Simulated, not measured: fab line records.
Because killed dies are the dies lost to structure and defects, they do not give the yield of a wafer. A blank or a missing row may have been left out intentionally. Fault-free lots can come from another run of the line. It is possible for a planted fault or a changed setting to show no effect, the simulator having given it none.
fab line records	flow n5-finfet
record: lots: 10	wafers: 30	last-day: 17
route steps=1938 shown WELL_APT@28 BEOL_M4@1111 PASSIVATION@1936
lots that met no fault: taken from a fault-free run of the same line
start-h: hours from the record's first day to the start of the lot's first wafer shown	wait-h: time in hours since the lot's previous step	" the same as in the row above	L1.1+2: a single row standing in for several wafers	- no value, or no start was given	* or withheld: withheld	< > ~ a bound
route shown NAME@n: names a module that has steps shown in the file, with the first one's number in the route	usual: average and standard deviation across the fault-free wafers	same: alike in all rows	chamber/n: place in a boat	sites: each site's reading	_std_site: the values' standard deviation	_edge_site: inner sites' mean taken away from outer sites' mean	radius-mm: for every site, how far away it sits from the centre of the wafer	mask NAME#n: copy n	behind: the last tool/chamber to shape the wafer	hold: why the lot was held/for how many hours/how that ended	device: transistor that didn't switch, given as n, p or np	end of line: the route-end tests of the same wafers	where a step has no rows: the recipe by itself	killed: count of dies lost to structure and defects at first sort (not the wafer's yield)	map: the dies of a wafer, with x for killed, . for not killed, _ for no die there
set.NAME: the setting as run; set.NAME@STEP: as run at that earlier step	model.NAME: the simulator's own value behind a step, which no gauge read
the route's steps for a sample of lots (tables are steps, rows are wafers)
services: the hour from which a tool's chamber was out of use, counted from the record's first day as start-h (under 0 if before that day), plus the number of hours and why
== steps ==
step: N5_WELL_APT_CD_MEAS_08
recipe: target-cd-nm: 200	landing-energy-ev: 500	detector: se-inlens
usual: cd-nm: 200.4/2
lot.wafer	tool	chamber	start-h	wait-h	cd-nm
L167.2	cd-sem-03	0	19.69	-	198.8
L167.4	"	0	"	"	200.3
L167.6	"	0	"	"	199.4
L168.1	cd-sem-01	0	26.00	-	200.2
L168.4	"	0	"	"	201.8
L168.5	"	0	"	"	201.7
L169.1	cd-sem-02	0	31.98	-	200.0
L169.4	"	0	"	"	200.9
L169.6	"	0	"	"	199.2
L171.1	cd-sem-02	0	43.71	-	199.5
L171.2	"	0	"	"	203.0
L171.3	"	0	"	"	201.1
L176.2	cd-sem-02	0	73.91	-	200.3
L176.3	"	0	"	"	202.3
L176.4	"	0	"	"	199.2
L177.1	cd-sem-02	0	79.68	-	195.2
L177.2	"	0	"	"	199.9
L177.5	"	0	"	"	194.7
L179.1	cd-sem-01	0	91.68	-	201.7
L179.4	"	0	"	"	199.4
L179.5	"	0	"	"	201.1
L180.2	cd-sem-01	0	98.32	-	198.0
L180.4	"	0	"	"	198.0
L180.5	"	0	"	"	200.1
L181.1	cd-sem-01	0	103.68	-	201.7
L181.5	"	0	"	"	203.8
L181.6	"	0	"	"	205.0
L187.3	cd-sem-03	0	139.68	-	199.4
L187.5	"	0	"	"	200.2
L187.6	"	0	"	"	198.1
step: N5_WELL_APT_OVL_MEAS_09
recipe: points-per-wafer: 44
usual: NWELL_OVL: 6/5.8
lot.wafer	tool	chamber	start-h	wait-h	NWELL_OVL[nm]
L167.2	overlay-01	0	19.71	0.0	4
L167.4	"	0	"	"	2
L167.6	"	0	"	"	10
L168.1	overlay-02	0	26.03	0.0	10
L168.4	"	0	"	"	10
L168.5	"	0	"	"	9
L169.1	overlay-02	0	32.01	0.0	13
L169.4	"	0	"	"	3
L169.6	"	0	"	"	12
L171.1	overlay-02	0	43.74	0.0	14
L171.2	"	0	"	"	5
L171.3	"	0	"	"	2
L176.2	overlay-01	0	73.94	0.0	-7
L176.3	"	0	"	"	2
L176.4	"	0	"	"	1
L177.1	overlay-01	0	79.71	0.0	0
L177.2	"	0	"	"	1
L177.5	"	0	"	"	10
L179.1	overlay-02	0	91.71	0.0	3
L179.4	"	0	"	"	8
L179.5	"	0	"	"	3
L180.2	overlay-01	0	98.35	0.0	6
L180.4	"	0	"	"	8
L180.5	"	0	"	"	11
L181.1	overlay-02	0	103.71	0.0	-1
L181.5	"	0	"	"	4
L181.6	"	0	"	"	-4
L187.3	overlay-01	0	139.71	0.0	-8
L187.5	"	0	"	"	-7
L187.6	"	0	"	"	-6
step: N5_WELL_APT_CD_MEAS_25
recipe: target-cd-nm: 200	landing-energy-ev: 500	detector: se-inlens
usual: cd-nm: 199.8/2.8
lot.wafer	tool	chamber	start-h	wait-h	cd-nm
L167.2	cd-sem-02	0	20.93	-	201.1
L167.4	"	0	"	"	198.7
L167.6	"	0	"	"	196.3
L168.1	cd-sem-03	0	27.71	-	200.8
L168.4	"	0	"	"	201.4
L168.5	"	0	"	"	200.0
L169.1	cd-sem-02	0	33.23	-	198.2
L169.4	"	0	"	"	194.9
L169.6	"	0	"	"	200.3
L171.1	cd-sem-02	0	45.11	-	196.8
L171.2	"	0	"	"	197.2
L171.3	"	0	"	"	198.2
L176.2	cd-sem-03	0	75.23	-	197.5
L176.3	"	0	"	"	195.4
L176.4	"	0	"	"	200.4
L177.1	cd-sem-01	0	81.18	-	195.8
L177.2	"	0	"	"	198.9
L177.5	"	0	"	"	196.1
L179.1	cd-sem-03	0	92.95	-	200.7
L179.4	"	0	"	"	198.8
L179.5	"	0	"	"	199.3
L180.2	cd-sem-02	0	99.92	-	199.7
L180.4	"	0	"	"	200.6
L180.5	"	0	"	"	197.9
L181.1	cd-sem-01	0	104.93	-	203.4
L181.5	"	0	"	"	201.8
L181.6	"	0	"	"	201.0
L187.3	cd-sem-01	0	140.99	-	199.3
L187.5	"	0	"	"	200.8
L187.6	"	0	"	"	203.3
step: N5_WELL_APT_RTA_34
recipe: temp-c: 1000	time-s: 10	ambient: N2	idle-temp-c: 600	ramp-up-c-per-s: 150	ramp-down-c-per-s: 60	cool-to-c: 600
usual: lamp-power-pct: 13.01/0.056	lamp_zone_1_pct: 12.997/0.029	lamp_zone_2_pct: 13.00/0.031	lamp_zone_3_pct: 12.99/0.03	lamp_zone_4_pct: 13.00/0.031	lamp_zone_5_pct: 13.00/0.033	lamp_zone_6_pct: 12.92/0.031	lamp_zone_7_pct: 13.43/0.031	wafer_temp_C_max: 1003.5/1
lot.wafer	tool	chamber	start-h	wait-h	lamp-power-pct	lamp_zone_1_pct	lamp_zone_2_pct	lamp_zone_3_pct	lamp_zone_4_pct	lamp_zone_5_pct	lamp_zone_6_pct	lamp_zone_7_pct	wafer_temp_C_max
L167.2	rtp-anneal-01	0	21.80	0.0	12.94	13.009	13.02	13.03	12.99	12.99	12.90	13.48	1003.4
L167.4	"	0	"	"	13.08	13.021	12.96	12.99	13.02	13.08	12.94	13.46	1003.5
L167.6	"	0	"	"	12.96	12.994	12.97	12.98	12.97	13.02	12.92	13.47	1004.0
L168.1	rtp-anneal-01	0	28.79	0.0	13.02	12.969	12.93	13.00	12.98	13.01	12.91	13.40	1002.2
L168.4	"	0	"	"	13.09	13.007	12.96	13.00	13.01	13.02	12.94	13.46	1002.7
L168.5	"	0	"	"	13.03	13.023	13.00	12.99	13.04	13.04	12.94	13.44	1002.5
L169.1	rtp-anneal-02	0	34.08	0.0	13.10	12.994	12.97	12.94	12.96	13.02	12.92	13.38	1004.7
L169.4	"	0	"	"	13.03	12.965	13.01	13.01	13.00	13.04	12.95	13.39	1003.2
L169.6	"	0	"	"	12.95	13.022	12.99	13.04	13.04	13.01	12.89	13.37	1004.8
L171.1	rtp-anneal-01	0	45.99	0.0	12.96	13.044	13.05	12.99	12.97	12.94	12.93	13.42	1001.8
L171.2	"	0	"	"	13.02	13.002	12.93	13.03	13.07	12.99	12.88	13.41	1003.7
L171.3	"	0	"	"	13.08	13.010	13.03	12.98	12.97	12.95	12.94	13.46	1005.2
L176.2	rtp-anneal-02	0	76.29	0.1	11.87	11.724	11.73	11.78	11.76	11.80	11.69	12.18	1002.1
L176.3	"	0	"	"	11.71	11.791	11.82	11.82	11.77	11.73	11.69	12.17	1003.2
L176.4	"	0	"	"	11.84	11.765	11.77	11.76	11.79	11.76	11.74	12.13	1002.4
L177.1	rtp-anneal-02	0	82.49	0.1	11.78	11.712	11.74	11.80	11.79	11.85	11.74	12.21	1001.7
L177.2	"	0	"	"	11.82	11.781	11.76	11.69	11.75	11.78	11.67	12.15	1003.6
L177.5	"	0	"	"	11.79	11.729	11.76	11.75	11.74	11.77	11.75	12.13	1004.3
L179.1	rtp-anneal-01	0	94.24	0.4	13.08	13.037	13.02	12.99	12.96	13.01	12.91	13.44	1003.0
L179.4	"	0	"	"	13.02	13.050	13.02	13.00	12.97	13.03	12.91	13.42	1006.0
L179.5	"	0	"	"	12.88	12.976	13.03	12.99	13.01	12.97	12.97	13.41	1003.3
L180.2	rtp-anneal-02	0	100.86	0.1	11.80	11.786	11.72	11.75	11.78	11.76	11.74	12.15	1003.0
L180.4	"	0	"	"	11.75	11.739	11.81	11.73	11.76	11.76	11.69	12.10	1003.8
L180.5	"	0	"	"	11.80	11.784	11.73	11.77	11.79	11.73	11.66	12.18	1004.0
L181.1	rtp-anneal-01	0	105.78	0.0	13.04	12.990	12.94	12.95	12.98	13.05	12.89	13.42	1003.5
L181.5	"	0	"	"	13.04	13.019	13.00	12.96	13.09	12.95	12.94	13.39	1002.0
L181.6	"	0	"	"	12.94	13.008	13.00	13.00	12.99	13.03	12.94	13.45	1003.1
L187.3	rtp-anneal-01	0	141.94	0.1	12.96	13.024	13.01	12.99	13.01	13.02	12.94	13.41	1004.1
L187.5	"	0	"	"	12.99	12.978	12.95	13.01	12.96	12.93	12.97	13.43	1002.9
L187.6	"	0	"	"	13.01	12.993	13.05	12.94	13.04	12.94	12.87	13.42	1003.1
step: N5_BEOL_M4_RC_MEAS_101
usual: DIBL_N: 36.0/2.5	DIBL_P: 36.7/3	IOFF_N: 0.16/0.043	IOFF_N_LONG: 5.58e-05/2.4e-06	IOFF_P: 0.21/0.049	ION_N: 673/15	ION_P: 461/9.8	SS_N: 71.5/0.83	SS_P: 73.4/0.83	VT_N: 250/4	VT_P: -251/4
lot.wafer	tool	chamber	start-h	wait-h	DIBL_N[mV/V]	DIBL_P[mV/V]	IOFF_N[nA/um]	IOFF_N_LONG[nA/um]	IOFF_P[nA/um]	ION_N[uA/um]	ION_P[uA/um]	SS_N[mV/dec]	SS_P[mV/dec]	VT_N[mV]	VT_P[mV]
L167.2	prober-02	0	160.81	0.2	41.7	41.5	0.27	5.37e-05	0.30	687	465	73.2	75.1	244	-247
L167.4	"	0	"	"	36.4	34.4	0.14	5.39e-05	0.17	663	449	71.2	73.3	255	-257
L167.6	"	0	"	"	36.7	34.5	0.15	5.41e-05	0.18	664	449	71.7	74.0	255	-255
L168.1	prober-02	0	180.56	0.0	36.6	37.3	0.18	5.75e-05	0.19	697	468	71.9	74.1	248	-254
L168.4	"	0	"	"	38.3	38.7	0.20	5.57e-05	0.22	686	459	72.2	74.5	247	-251
L168.5	"	0	"	"	34.3	34.4	0.13	5.58e-05	0.16	676	463	70.9	73.0	254	-255
L169.1	prober-02	0	185.75	0.0	40.0	40.1	0.22	5.92e-05	0.28	691	467	72.0	73.9	243	-243
L169.4	"	0	"	"	35.5	35.4	0.14	5.78e-05	0.20	664	455	71.4	73.4	251	-251
L169.6	"	0	"	"	40.0	41.3	0.24	5.78e-05	0.32	700	482	72.0	73.7	242	-243
L171.1	prober-01	0	192.36	0.0	40.5	41.9	0.23	5.81e-05	0.29	687	465	72.0	73.8	244	-245
L171.2	"	0	"	"	32.2	32.5	0.09	5.83e-05	0.15	647	452	69.8	71.4	258	-253
L171.3	"	0	"	"	38.0	39.1	0.18	5.77e-05	0.24	681	465	71.5	73.0	248	-247
L176.2	prober-02	0	220.05	0.2	39.0	38.4	0.18	6.4e-05	0.22	666	456	72.6	74.4	251	-251
L176.3	"	0	"	"	37.2	37.8	0.15	6.19e-05	0.21	663	453	71.9	73.5	251	-252
L176.4	"	0	"	"	34.3	34.9	0.12	6.03e-05	0.18	649	454	70.4	73.3	254	-255
L179.1	prober-01	0	239.40	0.0	38.9	38.3	0.19	5.3e-05	0.23	687	462	72.6	74.1	248	-250
L179.4	"	0	"	"	33.3	32.8	0.10	5.12e-05	0.16	648	446	70.9	72.7	258	-253
L179.5	"	0	"	"	36.2	35.1	0.14	5.25e-05	0.18	654	446	72.4	73.5	253	-251
L177.1	prober-02	0	242.03	0.0	39.5	40.3	0.23	6.71e-05	0.28	683	459	72.8	74.3	245	-247
L177.2	"	0	"	"	35.1	34.3	0.14	6.93e-05	0.19	684	472	70.6	73.1	252	-254
L177.5	"	0	"	"	37.0	36.4	0.19	6.97e-05	0.21	676	456	71.6	73.3	247	-253
L180.2	prober-01	0	243.50	0.2	41.7	41.4	0.26	6.69e-05	0.32	682	461	73.2	74.9	247	-244
L180.4	"	0	"	"	34.5	32.9	0.13	6.66e-05	0.18	666	460	70.4	72.5	251	-252
L180.5	"	0	"	"	35.7	33.3	0.13	6.6e-05	0.18	648	445	71.8	73.4	257	-251
L181.1	prober-01	0	266.62	0.0	34.7	34.9	0.14	5.77e-05	0.19	677	466	70.6	73.5	251	-250
L181.5	"	0	"	"	38.4	39.5	0.21	5.68e-05	0.27	684	469	72.1	74.4	246	-248
L181.6	"	0	"	"	35.1	35.9	0.15	5.62e-05	0.21	670	459	71.5	72.9	252	-253
L187.3	prober-01	0	305.45	0.3	36.2	37.5	0.17	5.72e-05	0.23	690	470	71.2	73.6	246	-248
L187.5	"	0	"	"	35.2	35.9	0.15	5.79e-05	0.21	686	475	71.5	72.8	250	-248
L187.6	"	0	"	"	38.7	40.4	0.22	5.64e-05	0.29	685	466	72.0	74.1	244	-246
step: N5_PASSIVATION_PROBE_49
usual: defect-limited-yield: 91.1/1.5	killed_at_M0_to_M3: 37/11	killed_at_M4_up: 13/5.6	killed-at-contacts: 12/5.6	killed-at-front-end: 39/11	killed-at-other: 4/3.1	killed-dies: 105/18	killed-open: 69/13	killed-short: 35/7.4	sort_bin_4_leakage: 0.00/0.022	sort_bin_5_function: 5.1/0.92	sort_bin_6_memory: 3.4/0.76	sort_bin_8_speed: 0.02/0.11	sort-n-pass: 1075/18	sort-yield-pct: 91.1/1.5
same: gross-dies: 1180	killed-at-back-side: 0
lot.wafer	tool	chamber	start-h	wait-h	defect-limited-yield[%]	killed_at_M0_to_M3	killed_at_M4_up	killed-at-contacts	killed-at-front-end	killed-at-other	killed-dies	killed-open	killed-short	sort_bin_4_leakage[%]	sort_bin_5_function[%]	sort_bin_6_memory[%]	sort_bin_8_speed[%]	sort-n-pass	sort-yield-pct[%]
L167.2	prober-02	-	269.13	0.1	90.7	42	10	14	43	1	110	80	30	0.08	5.4	3.4	0	1069	90.6
L167.4	prober-02	-	269.23	0.2	92.9	23	11	16	32	2	84	57	27	0	4.5	2.3	0	1096	92.9
L167.6	prober-02	-	269.33	0.3	93.0	19	10	13	41	0	83	52	31	0	3.6	3.0	0	1097	93.0
L168.1	prober-02	-	284.52	0.0	92.2	44	8	13	24	3	92	63	28	0	4.4	3.4	0	1088	92.2
L168.4	prober-02	-	284.67	0.2	90.6	44	19	15	32	1	111	74	37	0	5.4	3.8	0	1069	90.6
L168.5	prober-02	-	284.72	0.2	90.4	42	8	20	35	8	113	70	43	0	5.5	3.4	0	1067	90.4
L171.1	prober-01	-	290.39	0.0	89.2	24	25	15	62	2	128	79	40	0	6.4	3.4	0	1052	89.2
L171.2	prober-01	-	290.44	0.1	93.8	17	16	11	23	6	73	44	28	0	4.2	1.6	0.08	1106	93.7
L171.3	prober-01	-	290.49	0.1	92.2	30	21	8	33	0	92	59	30	0	4.6	2.8	0	1088	92.2
L169.1	prober-01	-	296.91	0.7	90.4	33	23	8	43	6	113	73	28	0	5.3	3.4	0	1067	90.4
L169.4	prober-01	-	297.06	0.8	91.7	45	13	8	28	4	98	62	36	0	4.8	3.3	0	1082	91.7
L169.6	prober-01	-	297.16	0.9	91.4	37	11	15	35	3	101	70	29	0	5.1	3.4	0	1079	91.4
L176.2	prober-02	-	326.44	0.1	90.1	35	20	15	41	6	117	70	38	0	5.5	3.1	0	1063	90.1
L176.3	prober-02	-	326.49	0.1	88.6	54	13	16	39	12	134	101	32	0	6.7	4.4	0	1046	88.6
L176.4	prober-02	-	326.54	0.2	90.3	41	18	14	38	4	115	73	40	0	5.9	3.6	0	1065	90.3
L177.1	prober-02	-	349.16	0.0	92.0	34	13	20	26	1	94	66	28	0	5.0	2.7	0	1086	92.0
L177.2	prober-02	-	349.21	0.1	90.5	40	7	30	33	2	112	71	41	0	5.3	3.6	0	1068	90.5
L177.5	prober-02	-	349.36	0.2	90.3	46	11	17	31	10	115	75	40	0	5.3	4.0	0	1065	90.3
L179.1	prober-01	-	354.93	0.0	91.3	30	17	9	39	8	103	64	39	0	5.7	2.7	0	1077	91.3
L179.4	prober-01	-	355.08	0.2	93.4	24	12	10	28	4	78	46	32	0	3.9	2.4	0.17	1100	93.2
L179.5	prober-01	-	355.13	0.2	93.9	18	16	13	22	3	72	51	21	0	3.6	2.2	0	1108	93.9
L181.1	prober-01	-	377.91	0.0	91.5	32	17	17	34	0	100	65	34	0	4.9	3.5	0	1080	91.5
L181.5	prober-01	-	378.11	0.2	92.4	29	10	11	36	4	90	55	35	0	3.9	3.2	0	1090	92.4
L181.6	prober-01	-	378.16	0.3	91.7	26	7	11	54	0	98	61	37	0	5.0	3.2	0	1082	91.7
L180.2	prober-01	-	381.27	0.1	92.5	38	11	13	23	4	89	62	27	0	4.4	3.0	0	1091	92.5
L180.4	prober-01	-	381.37	0.2	88.7	58	16	18	34	7	133	86	45	0	6.7	4.3	0	1047	88.7
L180.5	prober-01	-	381.42	0.2	92.1	25	9	10	37	12	93	59	34	0	5.0	2.4	0	1087	92.1
L187.3	prober-01	-	413.73	0.1	91.9	36	7	3	44	6	96	70	24	0	4.3	3.6	0	1084	91.9
L187.5	prober-01	-	413.83	0.2	91.7	46	7	10	24	11	98	60	35	0	5.0	3.1	0	1082	91.7
L187.6	prober-01	-	413.88	0.3	91.8	29	17	7	37	7	97	65	29	0	5.4	2.7	0	1083	91.8
killed by level:class
L167.2 BEOL_M0_SAQP:geometric-particle:open=12 MOL_CONTACT_COAG:geometric-particle:open=11 BEOL_M2:geometric-particle:open=11 DUMMY_GATE:geometric-particle:open=9 STI_FIN_REVEAL:geometric-particle:open=7 GATE_CUT:geometric-particle:short=7 GATE_CUT:geometric-particle:open=6 BEOL_M3:geometric-particle:open=5
L167.4 MOL_CONTACT_COAG:geometric-particle:open=12 BEOL_M2:geometric-particle:open=9 GATE_CUT:geometric-particle:short=7 GATE_CUT:geometric-particle:open=6 FIN_SAQP:geometric-particle:open=4 MOL_CONTACT_COAG:geometric-particle:short=4 BEOL_M0_SAQP:geometric-particle:open=4 BEOL_M3:geometric-particle:open=4
L167.6 MOL_CONTACT_COAG:geometric-particle:open=10 GATE_CUT:geometric-particle:short=9 FIN_SAQP:geometric-particle:short=8 BEOL_M1:geometric-particle:open=6 DUMMY_GATE:geometric-particle:open=5 FIN_SAQP:geometric-particle:open=4 STI_FIN_REVEAL:geometric-particle:open=4 BEOL_M2:geometric-particle:open=4
L168.1 MOL_CONTACT_COAG:geometric-particle:open=11 BEOL_M2:geometric-particle:open=10 FIN_SAQP:geometric-particle:open=8 BEOL_M0_SAQP:geometric-particle:open=8 BEOL_M1:geometric-particle:open=8 FIN_SAQP:geometric-particle:short=6 BEOL_M0_SAQP:geometric-particle:short=5 BEOL_M0:geometric-particle:open=3
L168.4 BEOL_M0_SAQP:geometric-particle:short=12 BEOL_M0_SAQP:geometric-particle:open=11 MOL_CONTACT_COAG:geometric-particle:open=10 BEOL_M4:geometric-particle:open=7 BEOL_M3:geometric-particle:open=6 DUMMY_GATE:geometric-particle:open=6 BEOL_M1:geometric-particle:open=6 MOL_CONTACT_COAG:geometric-particle:short=5
L168.5 MOL_CONTACT_COAG:geometric-particle:open=15 BEOL_M0_SAQP:geometric-particle:short=12 FIN_SAQP:geometric-particle:open=11 BEOL_M1:geometric-particle:open=8 FIN_SAQP:geometric-particle:short=6 BEOL_M2:geometric-particle:open=6 MOL_CONTACT_COAG:geometric-particle:short=5 MIM_TOP:geometric-particle:open=4
L171.1 BEOL_M4:geometric-particle:open=18 MOL_CONTACT_COAG:geometric-particle:open=13 STI_FIN_REVEAL:geometric-particle:open=12 FIN_SAQP:geometric-particle:short=11 BEOL_M0_SAQP:geometric-particle:short=9 FIN_SAQP:geometric-particle:open=8 HKMG_FIN:area-etch=8 GATE_CUT:geometric-particle:short=6
L171.2 MOL_CONTACT_COAG:geometric-particle:open=9 BEOL_M4:geometric-particle:open=8 BEOL_M0_SAQP:geometric-particle:short=6 BEOL_M1:geometric-particle:open=6 FIN_SAQP:geometric-particle:short=5 PAD_METAL:geometric-particle:short=5 DUMMY_GATE:geometric-particle:open=4 BEOL_M0_SAQP:geometric-particle:open=4
L171.3 BEOL_M0_SAQP:geometric-particle:open=12 FIN_SAQP:geometric-particle:short=10 BEOL_M4:geometric-particle:open=9 STI_FIN_REVEAL:geometric-particle:open=7 MOL_CONTACT_COAG:geometric-particle:open=7 BEOL_M0_SAQP:geometric-particle:short=7 BEOL_M2:geometric-particle:short=4 BEOL_M3:geometric-particle:open=4
L169.1 STI_FIN_REVEAL:geometric-particle:open=11 DUMMY_GATE:geometric-particle:open=9 BEOL_M2:geometric-particle:open=9 HKMG_FIN:area-etch=8 GATE_CUT:geometric-particle:short=7 MOL_CONTACT_COAG:geometric-particle:open=7 BEOL_M7:geometric-particle:open=7 BEOL_M0_SAQP:geometric-particle:short=6
L169.4 BEOL_M0_SAQP:geometric-particle:short=10 BEOL_M3:geometric-particle:open=9 STI_FIN_REVEAL:geometric-particle:open=7 BEOL_M1:geometric-particle:open=6 BEOL_M2:geometric-particle:open=6 MOL_CONTACT_COAG:geometric-particle:open=5 GATE_CUT:geometric-particle:open=4 BEOL_M0_SAQP:geometric-particle:open=4
L169.6 MOL_CONTACT_COAG:geometric-particle:open=12 GATE_CUT:geometric-particle:open=8 BEOL_M0_SAQP:geometric-particle:short=7 BEOL_M0_SAQP:geometric-particle:open=7 BEOL_M1:geometric-particle:open=7 BEOL_M2:geometric-particle:open=7 STI_FIN_REVEAL:geometric-particle:open=5 FIN_SAQP:geometric-particle:open=4
L176.2 BEOL_M2:geometric-particle:open=12 MOL_CONTACT_COAG:geometric-particle:open=10 FIN_SAQP:geometric-particle:short=9 STI_FIN_REVEAL:geometric-particle:open=9 BEOL_M3:geometric-particle:open=7 HKMG_FIN:area-etch=7 BEOL_M0_SAQP:geometric-particle:short=6 MOL_CONTACT_COAG:geometric-particle:short=5
L176.3 BEOL_M0_SAQP:geometric-particle:open=18 BEOL_M3:geometric-particle:open=17 MOL_CONTACT_COAG:geometric-particle:open=15 FIN_SAQP:geometric-particle:open=8 BEOL_M4:geometric-particle:open=8 STI_FIN_REVEAL:geometric-particle:open=7 BEOL_M0_SAQP:geometric-particle:short=6 BEOL_M1:geometric-particle:open=6
L176.4 BEOL_M3:geometric-particle:open=13 MOL_CONTACT_COAG:geometric-particle:open=9 BEOL_M4:geometric-particle:open=8 BEOL_M0_SAQP:geometric-particle:open=7 BEOL_M1:geometric-particle:open=6 FIN_SAQP:geometric-particle:short=5 MOL_CONTACT_COAG:geometric-particle:short=5 DUMMY_GATE:geometric-particle:short=4
L177.1 MOL_CONTACT_COAG:geometric-particle:open=17 BEOL_M4:geometric-particle:open=10 BEOL_M3:geometric-particle:open=8 BEOL_M0_SAQP:geometric-particle:short=7 BEOL_M0_SAQP:geometric-particle:open=5 BEOL_M1:geometric-particle:short=5 FIN_SAQP:geometric-particle:open=4 GATE_CUT:geometric-particle:short=4
L177.2 MOL_CONTACT_COAG:geometric-particle:open=24 BEOL_M0_SAQP:geometric-particle:short=13 BEOL_M3:geometric-particle:open=10 BEOL_M0_SAQP:geometric-particle:open=8 FIN_SAQP:geometric-particle:open=7 DUMMY_GATE:geometric-particle:open=6 MOL_CONTACT_COAG:geometric-particle:short=6 BEOL_M1:geometric-particle:open=5
L177.5 BEOL_M0_SAQP:geometric-particle:open=17 MOL_CONTACT_COAG:geometric-particle:open=14 BEOL_M3:geometric-particle:open=8 BEOL_M0_SAQP:geometric-particle:short=7 FIN_SAQP:geometric-particle:open=5 GATE_CUT:geometric-particle:short=5 BEOL_M2:geometric-particle:short=5 ILD0:geometric-particle:short=4
L179.1 FIN_SAQP:geometric-particle:short=10 FIN_SAQP:geometric-particle:open=10 BEOL_M4:geometric-particle:open=10 BEOL_M0_SAQP:geometric-particle:short=8 BEOL_M0_SAQP:geometric-particle:open=6 MOL_CONTACT_COAG:geometric-particle:short=5 BEOL_M3:geometric-particle:open=5 STARTING-WAFER:geometric-particle:open=5
L179.4 MOL_CONTACT_COAG:geometric-particle:open=7 BEOL_M0_SAQP:geometric-particle:open=5 BEOL_M1:geometric-particle:open=5 FIN_SAQP:geometric-particle:short=4 FIN_SAQP:geometric-particle:open=4 BEOL_M0_SAQP:geometric-particle:short=4 BEOL_M5:geometric-particle:open=4 DUMMY_GATE:geometric-particle:open=3
L179.5 MOL_CONTACT_COAG:geometric-particle:open=11 BEOL_M4:geometric-particle:open=7 BEOL_M1:geometric-particle:open=7 STI_FIN_REVEAL:geometric-particle:open=6 BEOL_M0_SAQP:geometric-particle:short=4 FIN_SAQP:geometric-particle:open=3 BEOL_M3:geometric-particle:open=3 BEOL_M6:geometric-particle:open=3
L181.1 MOL_CONTACT_COAG:geometric-particle:open=15 FIN_SAQP:geometric-particle:short=10 BEOL_M0_SAQP:geometric-particle:short=9 BEOL_M2:geometric-particle:open=9 BEOL_M0_SAQP:geometric-particle:open=8 BEOL_M4:geometric-particle:open=8 FIN_SAQP:geometric-particle:open=7 GATE_CUT:geometric-particle:short=4
L181.5 BEOL_M0_SAQP:geometric-particle:open=10 MOL_CONTACT_COAG:geometric-particle:open=9 FIN_SAQP:geometric-particle:open=7 GATE_CUT:geometric-particle:short=7 BEOL_M0_SAQP:geometric-particle:short=7 FIN_SAQP:geometric-particle:short=6 STI_FIN_REVEAL:geometric-particle:open=4 BEOL_M4:geometric-particle:open=4
L181.6 FIN_SAQP:geometric-particle:short=14 FIN_SAQP:geometric-particle:open=10 MOL_CONTACT_COAG:geometric-particle:open=9 STI_FIN_REVEAL:geometric-particle:open=6 BEOL_M1:geometric-particle:open=6 BEOL_M3:geometric-particle:open=6 STARTING-WAFER:geometric-particle:short=6 DUMMY_GATE:geometric-particle:open=5
L180.2 BEOL_M0_SAQP:geometric-particle:open=12 MOL_CONTACT_COAG:geometric-particle:open=8 BEOL_M3:geometric-particle:open=8 STI_FIN_REVEAL:geometric-particle:open=5 MOL_CONTACT_COAG:geometric-particle:short=5 BEOL_M3:geometric-particle:short=5 BEOL_M0_SAQP:geometric-particle:short=4 FIN_SAQP:geometric-particle:open=3
L180.4 BEOL_M0_SAQP:geometric-particle:open=20 BEOL_M0_SAQP:geometric-particle:short=18 MOL_CONTACT_COAG:geometric-particle:open=15 FIN_SAQP:geometric-particle:short=10 BEOL_M4:geometric-particle:open=8 BEOL_M3:geometric-particle:open=7 BEOL_M2:geometric-particle:open=6 FIN_SAQP:geometric-particle:open=5
L180.5 BEOL_M0_SAQP:geometric-particle:open=10 FIN_SAQP:geometric-particle:short=7 MOL_CONTACT_COAG:geometric-particle:open=7 BEOL_M3:geometric-particle:open=7 DUMMY_GATE:geometric-particle:open=6 BEOL_M5:geometric-particle:open=6 PASS1_CAP:geometric-particle:short=5 FIN_SAQP:geometric-particle:open=4
L187.3 STI_FIN_REVEAL:geometric-particle:open=13 BEOL_M0_SAQP:geometric-particle:open=11 FIN_SAQP:geometric-particle:short=7 DUMMY_GATE:geometric-particle:open=7 BEOL_M3:geometric-particle:open=7 BEOL_M0_SAQP:geometric-particle:short=6 BEOL_M1:geometric-particle:open=5 STARTING-WAFER:geometric-particle:open=5
L187.5 BEOL_M0_SAQP:geometric-particle:open=15 BEOL_M0_SAQP:geometric-particle:short=9 BEOL_M1:geometric-particle:open=8 MOL_CONTACT_COAG:geometric-particle:open=7 GATE_CUT:geometric-particle:short=5 PAD_METAL:geometric-particle:short=5 BEOL_M4:geometric-particle:open=4 FIN_SAQP:geometric-particle:short=3
L187.6 STI_FIN_REVEAL:geometric-particle:open=16 BEOL_M4:geometric-particle:open=11 BEOL_M0_SAQP:geometric-particle:short=8 FIN_SAQP:geometric-particle:open=6 MOL_CONTACT_COAG:geometric-particle:open=5 BEOL_M0_SAQP:geometric-particle:open=5 BEOL_M2:geometric-particle:open=5 MIM_TOP_ETCH:geometric-particle:open=5
== services ==
tool	chamber	start-h	hours	kind
rtp-anneal-01	-	9.05	0.8	pm
== key ==
first-sign: step: N5_WELL_APT_RTA_34	reading: lamp_zone_1_pct	direction: down	sigmas: 43	usual: *	struck: *
effect: step: N5_WELL_APT_RTA_34	reading: lamp_zone_7_pct	direction: down	sigmas: 41	usual: *	struck: *
effect: step: N5_BEOL_M4_RC_MEAS_101	reading: IOFF_N_LONG	direction: up	sigmas: 4.2	usual: 5.58e-05	struck: 6.57e-05
met-at N5_WELL_APT_RTA_34
struck-lots L176,L177,L180
not-acting-at N5_WELL_APT_CD_MEAS_08,N5_WELL_APT_OVL_MEAS_09,N5_WELL_APT_CD_MEAS_25
onset-between 34.08 76.29
fault: kind: process-parameter-drift	tool: rtp-anneal-02	chamber: -	onset-h: 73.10	steps: N5_WELL_APT_RTA_34	channel: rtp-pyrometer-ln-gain	offset: 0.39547	shape: step	end-h: 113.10
